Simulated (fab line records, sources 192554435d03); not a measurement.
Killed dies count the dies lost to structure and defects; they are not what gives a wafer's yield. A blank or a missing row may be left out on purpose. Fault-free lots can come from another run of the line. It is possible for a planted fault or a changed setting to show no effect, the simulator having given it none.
fab line records	flow n5Finfet
record lots=4	wafers=12	lastDay=18
route steps=1938 shown BEOL_M1@780 BEOL_M4@1111 PASSIVATION@1936
lots that met no fault: from a run of the same line without faults
startH: start of the lot's first displayed wafer, in hours after the record's first day	waitH: hours from the lot's prior step to this one	" the same as in the row above	L1.1+2: a row that stands for several wafers	- no value, or no start was given	* or withheld: withheld	< > ~ a bound
route shown NAME@n: a module of which the file shows steps, and the number in the route of the first	usual: the fault-free wafers' mean and standard deviation	same: alike in all rows	chamber/n: place in a boat	sites: the reading at each site	_std_site: standard deviation of those values	_edge_site: outer sites' mean less inner sites'	radiusMm: how far each site lies from the wafer's centre	mask NAME#n: copy n	behind: the most recent tool/chamber to have shaped the wafer	hold: the reason the lot was held/the length of the hold in hours/how it ended	device: the n, p or np transistor that did not switch	end of line: at the end of the route, the tests of the same wafers	where a step has no rows: the recipe by itself	killed: count of dies lost to structure and defects at first sort (not the wafer's yield)	map: per-die view of a wafer (x killed, . not killed, _ where there is no die)
set.NAME: the run value of the setting; set.NAME@STEP: its run value at that earlier step	model.NAME: the simulator's own value behind a step, which no gauge read
certain route steps with their lots: each step a table, each wafer a row
services: when a tool's chamber went out of use (startH, in hours from the record's first day, below 0 if earlier), for how many hours, and the reason
## steps
# step N5_BEOL_M1_COAT_22
# recipe resist=CAR-EUV	spinRpm=1500	resistThkNm=30
# step N5_BEOL_M1_EBR_24
# recipe solvent=PGMEA	ebrWidthMm=1.5
# step N5_BEOL_M1_SOFTBAKE_23
# recipe tempC=110	timeS=60	resist=CAR-EUV
# step N5_BEOL_M1_EXPOSE_25
# recipe maskId=V0	na=0.33	sourceShape=quasar	sigmaInner=0.2	sigmaOuter=0.8	polarization=unpolarized	defocusNm=5	targetCdNm=24	doseMj=63
# step N5_BEOL_M1_PEB_26
# recipe pebTempC=100	pebTimeS=60	resist=CAR-EUV
# step N5_BEOL_M1_DEVELOP_27
# recipe developTimeS=30	developer=TMAH	resist=CAR-EUV	rinseLiquid=surfactantRinse	dry=airSpin	devTempC=23
# step N5_BEOL_M1_DESCUM_33
# recipe chemistry=O2	timeS=7	sourcePowerW=50	biasPowerW=20	pressureMtorr=20	rfFrequencyHz=2.712e+07	tempC=40	resist=CAR-EUV	o2FlowSccm=225
# step N5_BEOL_M1_ETCH_77
# recipe chemistry=N2/H2	target=underlayer	targetDepthA=65	maskMaterial=CAR-EUV	timeS=5.2	ionEnergyEv=200	pressureMtorr=30	sourceW=840	biasW=150	n2FlowSccm=200	h2FlowSccm=200	ends=cleared
# step N5_BEOL_M1_ETCH_69
# recipe chemistry=CF4	target=SiARC	targetDepthA=156	maskMaterial=CAR-EUV	timeS=26	ionEnergyEv=80	pressureMtorr=40	sourceW=545	biasW=36	Ar_flow_sccm=100	cf4FlowSccm=100	ends=cleared
# step N5_BEOL_M1_ALD_98
# recipe material=SiO2	targetThkA=25	tempC=100	aldPrecursorFamily=BDEAS	aldCoReactant=O2-plasma	pulseTimeS=1	coReactantPulseTimeS=1	purgeTimeS=2	coReactantPurgeTimeS=2	aldCycles=17	pressureTorr=2
# usual aldCycles=17/0	heaterPowerW=77/9.4	precursorPulseHeightRel=0.997/0.02
lot.wafer	tool	chamber	startH	waitH	aldCycles	heaterPowerW	precursorPulseHeightRel	model.SiO2_of_BEOL_M1_ALD_98.thkNm
L249.4	aldSin-02	2	158.85	0.1	17	67	0.994	2.4
L249.5	"	0	"	"	17	63	0.974	2.4
L249.6	"	3	"	"	17	77	0.993	2.4
L252.1	aldSin-02	1	166.51	0.1	28	71	0.975	4.2
L252.4	"	3	"	"	17	76	0.977	2.4
L252.6	"	3	"	"	17	74	1.009	2.4
L254.1	aldSin-02	2	187.68	0.2	28	66	0.996	4.2
L254.4	"	1	"	"	17	71	1.021	2.4
L254.6	"	1	"	"	17	70	1.022	2.6
L263.1	aldSin-04	2	238.53	0.2	17	74	1.001	2.4
L263.2	"	0	"	"	17	67	1.008	2.4
L263.3	"	1	"	"	17	72	0.995	2.4
# step N5_BEOL_M1_ETCHBACK_99
# recipe chemistry=CHF3	target=SiO2	targetDepthA=50	timeS=10.4	sourceW=215	biasW=47	Ar_flow_sccm=200	CHF3_flow_sccm=12	ionEnergyEv=100	pressureMtorr=30
# step N5_BEOL_M1_ETCH_70
# recipe chemistry=N2/H2	target=SOC	targetDepthA=800	overetchA=160	maskMaterial=SiARC	tempC=40	timeS=120	ionEnergyEv=200	pressureMtorr=30	sourceW=840	biasW=150	n2FlowSccm=200	h2FlowSccm=200
# step N5_BEOL_M1_STRIP_71
# recipe chemistry=N2/H2	tempC=40	n2FlowSccm=200	h2FlowSccm=200	rfFrequencyHz=6e+07
# step N5_BEOL_M1_STRIP_78
# recipe chemistry=N2/H2	tempC=40	n2FlowSccm=200	h2FlowSccm=200	rfFrequencyHz=6e+07
# step N5_BEOL_M1_VIA_ETCH_34
# recipe chemistry=C4F6/O2	targetDepthA=678	maskMaterial=SOC	pressureMtorr=15	ionEnergyEv=250	taperDeg=4	timeS=64.4	sourceW=350	biasW=170	Ar_flow_sccm=300	C4F6_flow_sccm=10	O2_flow_sccm=10
# usual biasW=170.0/0.56	drypumpMotorCurrentA=5.7/0.37	oesProductAu=0.77/0.079	rfVppV=667/11	showerheadPlenumPTorr=2.86/0.091	throttleValvePct=30.96/0.24
lot.wafer	tool	chamber	startH	waitH	biasW	drypumpMotorCurrentA	oesProductAu	rfHoursCounterH	rfVppV	showerheadPlenumPTorr	throttleValvePct	model.BEOL_M1.cdNm
L249.4	rieDiel-02	0	160.73	0.0	169.3	5.8	0.86	48	669	2.78	30.20	18.2
L249.5	"	1	"	"	169.4	5.6	0.72	-	674	2.94	31.11	18
L249.6	"	2	"	"	170.8	5.6	0.72	-	645	2.83	31.23	17.8
L252.1	rieDiel-02	2	175.87	0.0	169.7	5.7	0.72	195	647	2.83	31.23	14.8
L252.4	"	0	"	"	169.4	5.8	0.86	52	669	2.78	30.20	18.6
L252.6	"	3	"	"	169.5	5.0	0.96	-	685	3.05	31.05	18.4
L254.1	rieDiel-03	3	187.94	0.0	170.3	5.5	0.73	200	654	2.82	31.21	14.8
L254.4	"	0	"	"	170.5	5.4	0.74	183	674	2.84	30.94	17.8
L254.6	"	2	"	"	169.6	5.3	0.75	-	662	2.83	30.98	18
L263.1	rieDiel-01	1	240.89	0.0	170.5	6.0	0.72	196	669	2.83	31.03	17.8
L263.2	"	3	"	"	170.9	6.4	0.72	197	670	2.69	30.75	17.8
L263.3	"	2	"	"	170.2	5.5	0.73	180	665	2.91	30.79	18.2
# step N5_BEOL_M1_STRIP_83
# recipe chemistry=C4F6/O2	resist=SiARC	rfFrequencyHz=6e+07
# step N5_BEOL_M1_STRIP_36
# recipe chemistry=N2/H2	powerW=450	tempC=40	pressureMtorr=20	rfFrequencyHz=6e+07	overashFraction=0.3	biasPowerW=7	h2Frac=0.5	n2FlowSccm=200	h2FlowSccm=200
# step N5_BEOL_M1_TRENCH_ETCH_37
# recipe chemistry=C4F6/O2	targetDepthA=552.07	target=SiOC	timeS=29	ionEnergyEv=250	pressureMtorr=30	sourceW=355	biasW=185	Ar_flow_sccm=300	C4F6_flow_sccm=10	O2_flow_sccm=10
# step N5_BEOL_M1_ETCH_41
# recipe chemistry=CH3F/O2	target=SiCN	targetDepthA=319	taperDeg=2	timeS=57.8	ionEnergyEv=120	maskMaterial=TiN	pressureMtorr=30	sourceW=395	biasW=75	Ar_flow_sccm=150	CH3F_flow_sccm=30	O2_flow_sccm=20
# step N5_BEOL_M1_STRIP_97
# recipe chemistry=N2/H2	timeS=10	powerW=450	tempC=40	pressureMtorr=20	rfFrequencyHz=6e+07	biasPowerW=7	n2FlowSccm=200	h2FlowSccm=200
# step N5_BEOL_M1_HM_STRIP_39
# recipe chemistry=peroxideTinStrip	material=TiN	targetDepthA=250	tempC=50	timeS=158
# step N5_BEOL_M1_SRD_40
# recipe timeS=30	tempC=23	rinseLiquid=diw	dry=ipaMarangoni
# step N5_BEOL_M1_PRECLEAN_42
# recipe chemistry=residueRemover	timeS=60	tempC=40
# step N5_BEOL_M1_SRD_43
# recipe timeS=30	tempC=23	rinseLiquid=diw	dry=ipaMarangoni
# step N5_BEOL_M1_DEGAS_44
# recipe ambient=vacuum	tempC=250	timeS=60
# step N5_BEOL_M1_PRE_CLEAN_45
# recipe gas=H2/He	timeS=30	tempC=250
# step N5_BEOL_M1_ALD_84
# recipe material=TaN	targetThkA=*	tempC=275	aldPrecursorFamily=PDMAT	aldCoReactant=NH3	pressureTorr=3	carrierFlowSccm=1500	pulseTimeS=2	purgeTimeS=3	coReactantPurgeTimeS=2	coReactantPulseTimeS=3	aldCycles=30	precursorVesselTempC=75	precursorVesselPressureTorr=26.25	precursorVesselCarrierSccm=1000
# step N5_BEOL_M1_SURFACE_TREAT_85
# recipe gas=Ar	timeS=*	ionEnergyEv=*	ionCurrentMaCm2=0.5	pressureMtorr=*	arFlowSccm=30
# step N5_BEOL_M1_CVD_47
# recipe material=Co	targetThkA=30	tempC=withheld	precursor=CCTBA/H2	pressureTorr=30	timeS=223.8
# step N5_BEOL_M1_SPUTTER_48
# recipe material=Cu	targetThkA=45	tempC=-20	chamberPressurePa=0.07	powerW=withheld	timeS=8.29
# step N5_BEOL_M1_ANNEAL_49
# recipe tempC=400	timeS=240	ambient=vacuum
# step N5_BEOL_M1_SPUTTER_79
# recipe material=Cu	targetThkA=45	tempC=-20	chamberPressurePa=0.07	powerW=withheld	timeS=8.29
# step N5_BEOL_M1_ANNEAL_80
# recipe tempC=400	timeS=240	ambient=vacuum
# step N5_BEOL_M1_SPUTTER_81
# recipe material=Cu	targetThkA=45	tempC=-20	chamberPressurePa=0.07	powerW=withheld	timeS=8.29
# step N5_BEOL_M1_ANNEAL_82
# recipe tempC=400	timeS=240	ambient=vacuum
# step N5_BEOL_M1_SPUTTER_86
# recipe material=Cu	targetThkA=45	tempC=-20	chamberPressurePa=0.07	powerW=withheld	timeS=8.29
# step N5_BEOL_M1_ANNEAL_87
# recipe tempC=400	timeS=240	ambient=vacuum
# step N5_BEOL_M4_RC_MEAS_101
# usual DIBL_N=35.1/1.6	DIBL_P=34.9/1.8	IOFF_N=0.143/0.026	IOFF_P=0.21/0.037	ION_N=671/11	ION_P=463/7.8	SS_N=71.2/0.58	SS_P=73.0/0.54	VT_N=251/3	VT_P=-250/4.1
lot.wafer	tool	chamber	startH	waitH	DIBL_N[mV/V]	DIBL_P[mV/V]	IOFF_N[nA/um]	IOFF_P[nA/um]	ION_N[uA/um]	ION_P[uA/um]	SS_N[mV/dec]	SS_P[mV/dec]	VT_N[mV]	VT_P[mV]
L249.4	prober-01	0	199.02	0.5	32.2	31.2	0.095	0.12	640	438	70.2	72.4	260	-260
L249.5	"	0	"	"	34.3	33.4	0.125	0.15	651	443	70.8	72.3	254	-255
L249.6	"	0	"	"	34.2	34.0	0.122	0.15	662	448	70.7	73.0	253	-256
L252.1	prober-01	0	236.98	0.0	34.0	32.9	0.116	0.15	658	451	71.4	72.6	255	-255
L252.4	"	0	"	"	36.9	36.6	0.158	0.17	677	456	71.6	73.3	251	-257
L252.6	"	0	"	"	35.9	34.9	0.134	0.17	660	452	71.6	73.3	251	-255
L254.4	prober-02	0	248.82	0.5	36.1	35.9	0.161	0.22	676	470	71.7	73.7	249	-250
L254.6	"	0	"	"	34.4	34.1	0.135	0.19	672	458	70.9	72.9	251	-255
L263.1	prober-01	0	310.60	0.0	37.2	38.4	0.192	0.27	683	470	71.5	73.4	247	-244
L263.2	"	0	"	"	35.0	35.0	0.152	0.20	672	461	72.2	72.6	248	-249
L263.3	"	0	"	"	36.9	38.3	0.204	0.27	705	481	71.3	74.1	243	-244
# step N5_PASSIVATION_PROBE_49
# usual defectLimitedYield=91.1/1.4	killed_at_M0_to_M3=36/11	killed_at_M4_up=14/5.2	killedAtContacts=12/6.1	killedAtFrontEnd=40/12	killedAtOther=3.2/2.5	killedDies=105/16	killedOnRim=14/4.4	killedOpen=68/12	killedShort=35/8.7	sort_bin_5_function=5.2/0.89	sort_bin_6_memory=3.3/0.66	sort_bin_8_speed=0.01/0.085	sortNPass=1074/16	sortYieldPct=91.1/1.4
# same grossDies=1180	killedAtBackSide=0	sort_bin_4_leakage[%]=0
lot.wafer	tool	chamber	startH	waitH	defectLimitedYield[%]	killed_at_M0_to_M3	killed_at_M4_up	killedAtContacts	killedAtFrontEnd	killedAtOther	killedDies	killedOnRim	killedOpen	killedShort	sort_bin_5_function[%]	sort_bin_6_memory[%]	sort_bin_8_speed[%]	sortNPass	sortYieldPct[%]
L249.4	prober-01	-	331.88	0.2	92.0	40	10	13	29	2	94	9	67	24	4.2	3.3	1.02	1074	91.0
L249.5	prober-01	-	331.93	0.2	89.9	36	9	15	56	3	119	19	80	37	5.8	3.7	0.08	1060	89.8
L249.6	prober-01	-	331.98	0.3	92.9	25	13	12	34	0	84	14	58	26	3.8	3.1	0	1096	92.9
L252.1	prober-02	-	349.16	0.0	45.7	579	18	4	40	0	641	136	63	31	50.5	3.4	0	539	45.7
L252.4	prober-02	-	349.31	0.2	91.3	40	13	6	44	0	103	10	68	25	4.9	2.8	0	1077	91.3
L252.6	prober-02	-	349.41	0.3	91.3	45	17	9	25	7	103	16	69	31	5.2	3.2	0	1077	91.3
L254.1	prober-01	-	355.23	0.0	39.3	638	12	7	59	0	716	131	75	23	56.0	3.9	0	464	39.3
L254.4	prober-01	-	355.38	0.2	91.5	32	9	16	42	1	100	11	71	28	4.9	3.4	0	1080	91.5
L254.6	prober-01	-	355.48	0.3	92.7	26	7	16	36	1	86	4	57	27	3.8	3.3	0	1094	92.7
L263.1	prober-02	-	434.39	0.0	91.6	26	23	7	42	1	99	11	65	31	4.9	3.1	0	1081	91.6
L263.2	prober-02	-	434.44	0.1	90.5	30	17	9	54	2	112	15	73	34	5.8	3.5	0	1068	90.5
L263.3	prober-02	-	434.49	0.1	91.4	27	17	10	48	0	102	15	65	33	4.9	3.2	0	1078	91.4
# killed by level:class
L249.4 FIN_SAQP:geometricParticle:open=14 MOL_CONTACT_COAG:geometricParticle:open=12 BEOL_M3:geometricParticle:open=10 BEOL_M0_SAQP:geometricParticle:short=9 BEOL_M0_SAQP:geometricParticle:open=6 BEOL_M2:geometricParticle:open=5 DUMMY_GATE:geometricParticle:open=4 BEOL_M0:geometricParticle:open=4
L249.5 FIN_SAQP:geometricParticle:open=20 BEOL_M1:geometricParticle:open=15 FIN_SAQP:geometricParticle:short=13 MOL_CONTACT_COAG:geometricParticle:open=12 STI_FIN_REVEAL:geometricParticle:open=5 BEOL_M0_SAQP:geometricParticle:open=5 BEOL_M0_SAQP:geometricParticle:short=4 BEOL_M3:geometricParticle:open=4
L249.6 FIN_SAQP:geometricParticle:open=11 MOL_CONTACT_COAG:geometricParticle:open=10 FIN_SAQP:geometricParticle:short=6 STI_FIN_REVEAL:geometricParticle:open=6 BEOL_M4:geometricParticle:open=6 BEOL_M3:geometricParticle:open=5 BEOL_M0_SAQP:geometricParticle:open=5 BEOL_M1:geometricParticle:open=5
L252.1 BEOL_M1:areaEtchback=543 FIN_SAQP:geometricParticle:open=12 BEOL_M0_SAQP:geometricParticle:short=9 BEOL_M0_SAQP:geometricParticle:open=7 STI_FIN_REVEAL:geometricParticle:open=6 BEOL_M2:geometricParticle:open=6 BEOL_M4:geometricParticle:open=6 STARTING-WAFER:geometricParticle:short=5
L252.4 BEOL_M2:geometricParticle:open=13 FIN_SAQP:geometricParticle:short=9 STI_FIN_REVEAL:geometricParticle:open=9 BEOL_M0_SAQP:geometricParticle:open=8 BEOL_M4:geometricParticle:open=7 HKMG_FIN:areaEtch=7 FIN_SAQP:geometricParticle:open=6 DUMMY_GATE:geometricParticle:open=6
L252.6 BEOL_M4:geometricParticle:open=15 BEOL_M0_SAQP:geometricParticle:short=14 BEOL_M0_SAQP:geometricParticle:open=11 BEOL_M2:geometricParticle:open=6 FIN_SAQP:geometricParticle:open=5 DUMMY_GATE:geometricParticle:open=5 BEOL_M1:geometricParticle:open=5 MOL_CONTACT_COAG:geometricParticle:open=4
L254.1 BEOL_M1:areaEtchback=608 FIN_SAQP:geometricParticle:open=16 BEOL_M1:geometricParticle:open=11 DUMMY_GATE:geometricParticle:open=9 MOL_CONTACT_COAG:geometricParticle:open=7 HKMG_FIN:areaEtch=7 FIN_SAQP:geometricParticle:short=6 BEOL_M0:geometricParticle:open=6
L254.4 MOL_CONTACT_COAG:geometricParticle:open=12 BEOL_M0:geometricParticle:open=11 DUMMY_GATE:geometricParticle:open=9 BEOL_M4:geometricParticle:open=7 FIN_SAQP:geometricParticle:open=6 BEOL_M2:geometricParticle:open=6 GATE_CUT:geometricParticle:short=5 BEOL_M3:geometricParticle:open=5
L254.6 MOL_CONTACT_COAG:geometricParticle:open=12 FIN_SAQP:geometricParticle:short=7 BEOL_M1:geometricParticle:open=7 BEOL_M3:geometricParticle:open=7 FIN_SAQP:geometricParticle:open=4 DUMMY_GATE:geometricParticle:open=4 MOL_CONTACT_COAG:geometricParticle:short=4 STI_FIN_REVEAL:geometricParticle:open=3
L263.1 FIN_SAQP:geometricParticle:open=10 BEOL_M4:geometricParticle:open=8 BEOL_M0_SAQP:geometricParticle:open=8 BEOL_M3:geometricParticle:open=8 GATE_CUT:geometricParticle:short=7 DUMMY_GATE:geometricParticle:open=6 FIN_SAQP:geometricParticle:short=5 STI_FIN_REVEAL:geometricParticle:open=5
L263.2 DUMMY_GATE:geometricParticle:open=12 FIN_SAQP:geometricParticle:short=11 BEOL_M3:geometricParticle:open=9 MOL_CONTACT_COAG:geometricParticle:open=8 FIN_SAQP:geometricParticle:open=7 BEOL_M2:geometricParticle:open=6 BEOL_M0_SAQP:geometricParticle:short=5 BEOL_M1:geometricParticle:open=5
L263.3 MOL_CONTACT_COAG:geometricParticle:open=10 BEOL_M3:geometricParticle:open=10 FIN_SAQP:geometricParticle:short=9 GATE_CUT:geometricParticle:short=9 BEOL_M0_SAQP:geometricParticle:short=7 FIN_SAQP:geometricParticle:open=6 BEOL_M0_SAQP:geometricParticle:open=6 BEOL_M4:geometricParticle:open=6
# map L252.1 (x killed, . not)
_________________xxxxx.xxxxxx________________
______________xxxxxxxxxxxxxxxxxx_____________
___________xxxxxxxxxxxxxxxxxxxxxxxx__________
__________xxxxxxxxxxxx..xxxxxxxxxxxx_________
________xx.xxxx.xxxxx....xx.xxxxxxxxxx_______
_______xxxxxxx.x.xxxxxxxxx.xx.xx.xxxxxx______
______xxxxxxx.x..x.x.xxx...xxxxx.xx.xxxx_____
_____xxxxxxx...x.xxx.x.....x.x..xxxxxxxxx____
____xxxxxxxx.xx.x.xxxxxxx.xxx.x.xxxx.xxxxx___
___xxxxxxxxxx.xx...x..x.x.x..xx.xx.x...xx.x__
___xxxxxxx.x.x.x..x...x..x.xxxx..x.xxxxxxxx__
__xxxxxxx.x...xx..................x..xxx..xx_
__xxxxxxxx.xxx.......x..x..x.......xx.x.x.xx_
_xxxx.xx.xx...x..x...x....x......x.xxxxxxxxxx
_xx.x.xxx...xx...x......x..x.x........xxxxxxx
_xxxxxx.x......x..............x.....xx.xx.xxx
_x.xxxx.xx....x............x.xx....x....x.xxx
_xxxxx.xx.....x.x....x...x.......x.x..x..x.xx
_xx.xxx..x..x......x....x..x....xxxxxx.xx.xxx
_xxxxxx...x..xx.............x.x.x...x..xxxxxx
_x..xxxxx.x..x.....x....x..xx....x..x..xx.xxx
__x.xxx.x.x.....x...........x.....xxx.xxxxxx_
__xxxxxxx..............x...xx....x.xxxx..xxx_
___xxx.x.x.....x..........x.x.....xxx.xxxxx__
___xx.xxxxx.....x...xx....x.x.......xxxx.xx__
____xxx..xx.xx..x...........xx.......xxxxx___
_____x.xxxx..x..xx..xx....x.xxx....xx.xxx____
______xxxxx.xx.....xx..x..xx.x..x.xxxxxx_____
_______xx.x.xx.....x.....x.x...x...xxxx______
________xxx........xx.x..x..xxxx.xx..._______
__________.xx..x..xxx.xx...x...x.x.x_________
___________x.xxxxxxxx..x...xxxxxx.x__________
______________x.xxxx.x...xxxxxxx_____________
_________________xx.xxxxxx.x.________________
# map L254.1 (x killed, . not)
_________________xxxxxxxxxxxx________________
______________xxxxxxxxxxxxxxxxxx_____________
___________xxxxxxxxxxxxxxxxxxx.xx.x__________
__________xxxxxxxxxx.xxxxxxxxxxxxxxx_________
________xxxx.xxxxxxx.xxxxx.xxx.xxxxxxx_______
_______xxxxxxxxxxxxxx..xxxx.x.xxxxx.xxx______
______xxxxxxx.xxxxxxx.xx..xxxx.....x.xxx_____
_____xxxxxxxxxx..x.xxx.x...x.x..x.xxxxxxx____
____xxxxxxxxx.xxxxx..x....xxxxxx...x...xxx___
___xxxxx.xxxxxxxxxxx.x.....x...x.xxxxx....x__
___xxxxxxxxxx.xxxx.x..x..xx.x.x...x.x.....x__
__xxxxxxxxxx.x.xxx..x.x....x...x.x.xxx.xxxxx_
__xxx.xxxxxxx.xx....xxx...x..........x.xxxx._
_xxxxxxxxx.xx.x.xx........x...........xx.xxxx
_xxxxx.xxxxxxx.x.x..............x....xx.xxx.x
_xxxxxxxxxx.....x...x.............x.xxxxxxxxx
_xxxxx.xxxxx.x......xx.xx...x.x..x.x..xxxxxxx
_xxxxxxxxx...xx.xx...xxx..........x.x.x.xxx.x
_xxxxxxxxx.x.x..x..x......x...x.....xxxxxxxxx
_xxxxxxx.xxx..xxx.......xx..x........xx.xxxx.
_xxxxxxxxxx....x..x......xxx....x....x.xxx.xx
__xxxxxxx..xx..x....x....x.xxxxx.x...x.xx.x._
__xxxxxxxxxxx.x....x.x......x.x..x.....xxx.x_
___xxxxxxxx.xx..x.......xx.x.....xx.x..xxxx__
___xxxxxx.xx....x..x.x..xx..x......xx...x..__
____xxxx.xxxxxx.x....x..x...xx..xx..x....x___
_____xxxxxxx..xx..x.x..xx..xxxx.x.....xxx____
______xxxxx.xxxxx.xx.x.x.xx..xx...xxx..x_____
_______xxxxxx.x..xx.xx.x..x....x.xx.x..______
________xxxxxxx..xx.xxx.x.x..xx.xxxx.._______
__________xxxxx.xxxx.....x...x...xx._________
___________xxxxxx.xxxxxx.x.xx.xx..x__________
______________x..xxxxxx.xxx..xxx_____________
_________________.xxxxxxxxxxx________________
## services
tool	chamber	startH	hours	kind
rieDiel-01	1	149.61	2.3	repair
rieDiel-01	2	150.61	2.8	repair
rieDiel-03	1	161.54	-	clean
rieDiel-03	1	161.54	-	consumableReplace:focusRing
rieDiel-03	1	161.54	-	consumableReplace:showerhead
rieDiel-03	1	161.54	15.7	scheduledDown
rieDiel-03	1	161.54	15.7	ventCycle
aldSin-02	3	171.92	2.8	repair
aldSin-04	-	220.72	0.4	repair
aldSin-04	-	235.24	0.5	repair
rieDiel-03	-	238.74	15.6	pm
## key
firstSign step=N5_BEOL_M1_ALD_98	reading=aldCycles	direction=up	sigmas=99+	usual=*	struck=*
effect step=N5_PASSIVATION_PROBE_49	reading=sort_bin_5_function	direction=up	sigmas=54	usual=5.2	struck=53.3
modelEffect step=N5_BEOL_M1_ALD_98	value=SiO2_of_BEOL_M1_ALD_98.thkNm	without=2.6	struck=4.2
modelEffect step=N5_BEOL_M1_VIA_ETCH_34	value=BEOL_M1.cdNm	without=18.1	struck=14.8
moreKillsBornAt N5_BEOL_M1_ETCHBACK_99@rieDiel-03=608	N5_BEOL_M1_ETCHBACK_99@rieDiel-02=543
metAt N5_BEOL_M1_ALD_98
struckWafers L252.1,L254.1
laterRowsLeftOut L254.1
onsetBetween 158.85 166.51
fault kind=processParameterDrift	tool=aldSin-02	chamber=-	onsetH=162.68	steps=N5_BEOL_M1_ALD_98	channel=aldCycles	offset=*	shape=step	endH=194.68	scope=struckWafersOnly	actsIn=*	stated=*
# laterRowsLeftOut: the simulator's readings of these wafers behind a module that went badly wrong aren't trusted and aren't shown, but for the sort
